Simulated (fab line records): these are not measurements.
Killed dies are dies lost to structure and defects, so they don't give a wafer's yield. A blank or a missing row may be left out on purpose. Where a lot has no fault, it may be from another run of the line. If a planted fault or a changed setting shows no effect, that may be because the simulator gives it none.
fab line records    flow nand-harc
record lots=5  wafers=14  last-day=32
route steps=1302 shown A_ONON_D2@550 END@1302
lots with no fault: from the same line, run without faults
start-h: hours from the record's first day to the start of the lot's first wafer shown    wait-h: how many hours have passed since the lot's step before this one    " repeats the value in the row above    L1.1+2: one row covering several wafers at once    - no value, or no start was given    * or withheld: withheld    < > ~ a bound
route shown NAME@n: names a module that has steps shown in the file, with the first one's number in the route    usual: mean/standard deviation taken from wafers without a fault    same: alike in all rows    chamber/n: place in a boat    sites: each site's reading    _std_site: standard deviation of those values    _edge_site: outer sites' mean less inner sites'    radius-mm: for every site, how far away it sits from the centre of the wafer    mask NAME#n: copy n    behind: the tool/chamber that last shaped the wafer    hold: cause of the lot's hold/its duration in hours/its outcome    device: transistor that didn't switch, given as n, p or np    end of line: the same wafers' tests at the end of the route    a step given without rows: its recipe and nothing more    killed: the dies lost at the first sort to structure and to defects; this is not the yield of the wafer    map: per-die view of a wafer (x killed, . not killed, _ where there is no die)
set.NAME: the setting that was run; set.NAME@STEP: the one run at that earlier step    model.NAME: the simulator's own value behind a step, which no gauge read
lots at selected steps of the route; one table per step, one row per wafer
services: a tool's chamber out of use, with start hour (start-h, from the record's first day; less than 0 if before it), hours out, and reason
## steps
# step NHARC_A_ONON_D2_THK_MEAS_08
# recipe thk-meas-gauge=ellipsometry
# usual thk-nm=999/12
lot.wafer  tool           chamber  start-h  wait-h  thk-nm
L756.1     film-metro-02  -        316.68   -       970
L756.2     "              -        "        "       969
L756.3     "              -        "        "       969
L755.1     film-metro-01  -        320.73   -       981
L755.4     "              -        "        "       982
L755.6     "              -        "        "       980
L771.3     film-metro-01  -        463.87   -       1006
L771.4     "              -        "        "       1005
L773.4     film-metro-02  -        486.66   -       1008
L773.5     "              -        "        "       1007
L773.6     "              -        "        "       1008
L774.2     film-metro-01  -        493.41   -       1000
L774.5     "              -        "        "       1001
L774.6     "              -        "        "       1001
# step NHARC_A_ONON_D2_DEP_09
# recipe target-thk-a=10000  n2-flow-sccm=2750  n2o-flow-sccm=2000  nh3-flow-sccm=500  sih4-flow-sccm=210  temp-c=400
# step NHARC_A_ONON_D2_THK_MEAS_11
# recipe thk-meas-gauge=ellipsometry
# usual thk-nm=1002/11
lot.wafer  tool           chamber  start-h  wait-h  thk-nm
L756.1     film-metro-02  -        317.25   -       1024
L756.2     "              -        "        "       1025
L756.3     "              -        "        "       1024
L755.1     film-metro-02  -        321.29   -       1011
L755.4     "              -        "        "       1009
L755.6     "              -        "        "       1010
L771.3     film-metro-02  -        464.43   -       1000
L771.4     "              -        "        "       1001
L773.4     film-metro-01  -        487.22   -       980
L773.5     "              -        "        "       981
L773.6     "              -        "        "       981
L774.2     film-metro-01  -        493.98   -       1016
L774.5     "              -        "        "       1017
L774.6     "              -        "        "       1019
# step NHARC_A_ONON_D2_DEP_12
# recipe target-thk-a=10000  n2-flow-sccm=2750  n2o-flow-sccm=2000  nh3-flow-sccm=500  sih4-flow-sccm=210  temp-c=400
# step NHARC_A_ONON_D2_THK_MEAS_14
# recipe thk-meas-gauge=ellipsometry
# usual thk-nm=1000/9.2
lot.wafer  tool           chamber  start-h  wait-h  thk-nm
L756.1     film-metro-02  -        317.81   -       987
L756.2     "              -        "        "       987
L756.3     "              -        "        "       987
L755.1     film-metro-02  -        321.86   -       1003
L755.4     "              -        "        "       1003
L755.6     "              -        "        "       1004
L771.3     film-metro-01  -        465.00   -       996
L771.4     "              -        "        "       996
L773.4     film-metro-01  -        487.79   -       998
L773.5     "              -        "        "       998
L773.6     "              -        "        "       1000
L774.2     film-metro-01  -        494.54   -       996
L774.5     "              -        "        "       996
L774.6     "              -        "        "       996
# step NHARC_A_ONON_D2_ANNEAL_15
# recipe temp-c=750  time-s=3600
# step NHARC_A_ONON_D2_DEP_16
# recipe target-thk-a=10000  n2-flow-sccm=2750  n2o-flow-sccm=2000  nh3-flow-sccm=500  sih4-flow-sccm=210  temp-c=400
# step NHARC_A_ONON_D2_THK_MEAS_18
# recipe thk-meas-gauge=ellipsometry
# usual thk-nm=1001/8.4
lot.wafer  tool           chamber  start-h  wait-h  thk-nm
L756.1     film-metro-01  -        327.27   -       1000
L756.2     "              -        "        "       999
L756.3     "              -        "        "       999
L755.1     film-metro-02  -        327.27   -       992
L755.4     "              -        "        "       991
L755.6     "              -        "        "       992
L771.3     film-metro-01  -        472.57   -       998
L771.4     "              -        "        "       999
L773.4     film-metro-02  -        495.10   -       1008
L773.5     "              -        "        "       1008
L773.6     "              -        "        "       1008
L774.2     film-metro-01  -        501.92   -       1013
L774.5     "              -        "        "       1011
L774.6     "              -        "        "       1011
# step NHARC_A_ONON_D2_DEP_19
# recipe target-thk-a=10000  n2-flow-sccm=2750  n2o-flow-sccm=2000  nh3-flow-sccm=500  sih4-flow-sccm=210  temp-c=400
# step NHARC_A_ONON_D2_THK_MEAS_21
# recipe thk-meas-gauge=ellipsometry
# usual thk-nm=999/9.7
lot.wafer  tool           chamber  start-h  wait-h  thk-nm
L756.1     film-metro-01  -        327.84   -       998
L756.2     "              -        "        "       997
L756.3     "              -        "        "       998
L755.1     film-metro-02  -        327.85   -       995
L755.4     "              -        "        "       993
L755.6     "              -        "        "       995
L771.3     film-metro-02  -        473.14   -       998
L771.4     "              -        "        "       998
L773.4     film-metro-02  -        495.67   -       1007
L773.5     "              -        "        "       1005
L773.6     "              -        "        "       1005
L774.2     film-metro-02  -        502.51   -       1003
L774.5     "              -        "        "       1004
L774.6     "              -        "        "       1003
# step NHARC_A_ONON_D2_DEP_22
# recipe target-thk-a=10000  n2-flow-sccm=2750  n2o-flow-sccm=2000  nh3-flow-sccm=500  sih4-flow-sccm=210  temp-c=400
# step NHARC_A_ONON_D2_THK_MEAS_24
# recipe thk-meas-gauge=ellipsometry
# usual thk-nm=1001/12
lot.wafer  tool           chamber  start-h  wait-h  thk-nm
L756.1     film-metro-02  -        328.40   -       1007
L756.2     "              -        "        "       1007
L756.3     "              -        "        "       1005
L755.1     film-metro-01  -        328.44   -       1009
L755.4     "              -        "        "       1008
L755.6     "              -        "        "       1008
L771.3     film-metro-01  -        473.70   -       983
L771.4     "              -        "        "       980
L773.4     film-metro-01  -        496.23   -       1004
L773.5     "              -        "        "       1003
L773.6     "              -        "        "       1005
L774.2     film-metro-02  -        503.08   -       996
L774.5     "              -        "        "       995
L774.6     "              -        "        "       998
# step NHARC_A_ONON_D2_DEP_25
# recipe target-thk-a=10000  n2-flow-sccm=2750  n2o-flow-sccm=2000  nh3-flow-sccm=500  sih4-flow-sccm=210  temp-c=400
# usual nh3-flow-sccm=499.9/1.5
lot.wafer  tool           chamber  start-h  wait-h  nh3-flow-sccm
L756.1     pecvd-onon-02  0        328.46   0.1     501.1
L756.2     "              0        "        "       498.9
L756.3     "              0        "        "       500.6
L755.1     pecvd-onon-04  0        328.49   0.1     498.4
L755.4     "              0        "        "       498.5
L755.6     "              0        "        "       496.5
L771.3     pecvd-onon-04  0        473.87   0.2     500.3
L771.4     "              0        "        "       500.5
L773.4     pecvd-onon-01  0        496.46   0.2     499.6
L773.5     "              0        "        "       499.4
L773.6     "              0        "        "       500.6
L774.2     pecvd-onon-01  0        503.19   0.1     501.9
L774.5     "              0        "        "       499.9
L774.6     "              0        "        "       500.8
# step NHARC_A_ONON_D2_THK_MEAS_27
# recipe thk-meas-gauge=ellipsometry
# usual thk-nm=998/8.5
lot.wafer  tool           chamber  start-h  wait-h  thk-nm
L756.1     film-metro-02  -        328.97   -       1003
L756.2     "              -        "        "       1003
L756.3     "              -        "        "       1003
L755.1     film-metro-01  -        329.03   -       996
L755.4     "              -        "        "       994
L755.6     "              -        "        "       995
L771.3     film-metro-01  -        474.26   -       1551
L771.4     "              -        "        "       999
L773.4     film-metro-01  -        496.79   -       1005
L773.5     "              -        "        "       1006
L773.6     "              -        "        "       1006
L774.2     film-metro-01  -        503.65   -       1002
L774.5     "              -        "        "       1001
L774.6     "              -        "        "       1003
# step NHARC_A_ONON_D2_DEP_28
# recipe target-thk-a=10000  n2-flow-sccm=2750  n2o-flow-sccm=2000  nh3-flow-sccm=500  sih4-flow-sccm=210  temp-c=400
# step NHARC_END_SORT_01
# recipe temp-c=25
# usual killed-at-array=55/19  killed-at-other=0.9/1.4  killed-at-periphery=3.8/2.9  killed-dies=60/19  killed-open=3.3/1.8  killed-short=2.6/1.6
# same gross-dies=677
lot.wafer  tool       chamber  start-h  wait-h  killed-at-array  killed-at-other  killed-at-periphery  killed-dies  killed-open  killed-short
L771.3     prober-01  0        748.74   3.1     675              1                1                    677          0            1
# killed by level:class
L771.3 A_ONON_D2:area-dep=628 A_CHANNEL_HOLE_D2:chamber-film-flake=20 A_CHANNEL_HOLE_D1:chamber-film-flake=10 A_STAIRCASE:chamber-film-flake=7 A_SLIT:chamber-film-flake=4 A_CONTACT:chamber-film-flake=4 A_WL_FILL:chamber-film-flake=2 P_CONTACT:geometric-particle:short=1
# map L771.3 (x killed, . not)
____________x____________
_________xxxxxxx_________
_______xxxxxxxxxxx_______
______xxxxxxxxxxxxx______
_____xxxxxxxxxxxxxxx_____
____xxxxxxxxxxxxxxxxx____
____xxxxxxxxxxxxxxxxx____
___xxxxxxxxxxxxxxxxxxx___
___xxxxxxxxxxxxxxxxxxx___
__xxxxxxxxxxxxxxxxxxxxx__
__xxxxxxxxxxxxxxxxxxxxx__
_xxxxxxxxxxxxxxxxxxxxxxx_
_xxxxxxxxxxxxxxxxxxxxxxx_
_xxxxxxxxxxxxxxxxxxxxxxx_
_xxxxxxxxxxxxxxxxxxxxxxx_
_xxxxxxxxxxxxxxxxxxxxxxx_
xxxxxxxxxxxxxxxxxxxxxxxxx
xxxxxxxxxxxxxxxxxxxxxxxxx
xxxxxxxxxxxxxxxxxxxxxxxxx
xxxxxxxxxxxxxxxxxxxxxxxxx
xxxxxxxxxxxxxxxxxxxxxxxxx
_xxxxxxxxxxxxxxxxxxxxxxx_
_xxxxxxxxxxxxxxxxxxxxxxx_
_xxxxxxxxxxxxxxxxxxxxxxx_
_xxxxxxxxxxxxxxxxxxxxxxx_
_xxxxxxxxxxxxxxxxxxxxxxx_
__xxxxxxxxxxxxxxxxxxxxx__
__xxxxxxxxxxxxxxxxxxxxx__
___xxxxxxxxxxxxxxxxxxx___
___xxxxxxxxxxxxxxxxxxx___
____xxxxxxxxxxxxxxxxx____
____xxxxxxxxxxxxxxxxx____
_____xxxxxxxxxxxxxxx_____
______xxxxxxxxxxxxx______
_______xxxxxxxxxxx_______
_________xxxxxxx_________
____________x____________
# map L755.4 (x killed, . not)
____________.____________
_________......._________
_______..........._______
______.............______
_____..............._____
____.................____
____............x....____
___...................___
___..x................___
__.....................__
__xx...................__
_xxxx........x.........._
_xxxx..................._
_xxx..............x....._
_xxxxx................x._
_xx.xx.................._
xx.x.....................
x.xx.....................
xx.x.x.....x....x........
.xx...........x..........
...x.....................
_......................._
_...x.............x....._
_.x....................._
_...x..................x_
_.................x....._
__..x..................__
__xx...........x.......__
___x............x.....___
___.x.................___
____......x..........____
____..x..............____
_____......x........_____
______.............______
_______..........._______
_________......._________
____________.____________
## services
tool           chamber  start-h  hours  kind
pecvd-onon-04  -        312.91   13.0   pm
pecvd-onon-02  -        366.78   13.0   pm
pecvd-onon-01  -        450.40   13.0   pm
pecvd-onon-04  -        493.91   13.0   pm
## key
first-sign step=NHARC_A_ONON_D2_THK_MEAS_27  reading=thk-nm  direction=up  sigmas=65  usual=998  struck=1551
effect step=NHARC_END_SORT_01  reading=killed-dies  direction=up  sigmas=33  usual=60  struck=677
more-kills-born-at NHARC_A_ONON_D2_DEP_25@pecvd-onon-04=628
met-at NHARC_A_ONON_D2_DEP_25
struck-wafers L771.3
later-rows-left-out L771.3
tester-left-out L771
onset-between 328.49 473.87
fault kind=process-parameter-drift  tool=pecvd-onon-04  chamber=-  onset-h=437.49  steps=NHARC_A_ONON_D2_DEP_25  channel=target-thk-a  offset=*  shape=step  end-h=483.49  scope=struck-wafers-only  acts-in=*  stated=*
# tester-left-out: of these lots the tester's yield and bins aren't shown, on N5 and GAA mostly nor the transistor test; their killed dies are dies lost to structure and defects alone, not to doping, threshold or leakage, so they don't give the yield
# later-rows-left-out: the simulator's readings of these wafers behind a module that went badly wrong aren't trusted and aren't shown, but for the sort
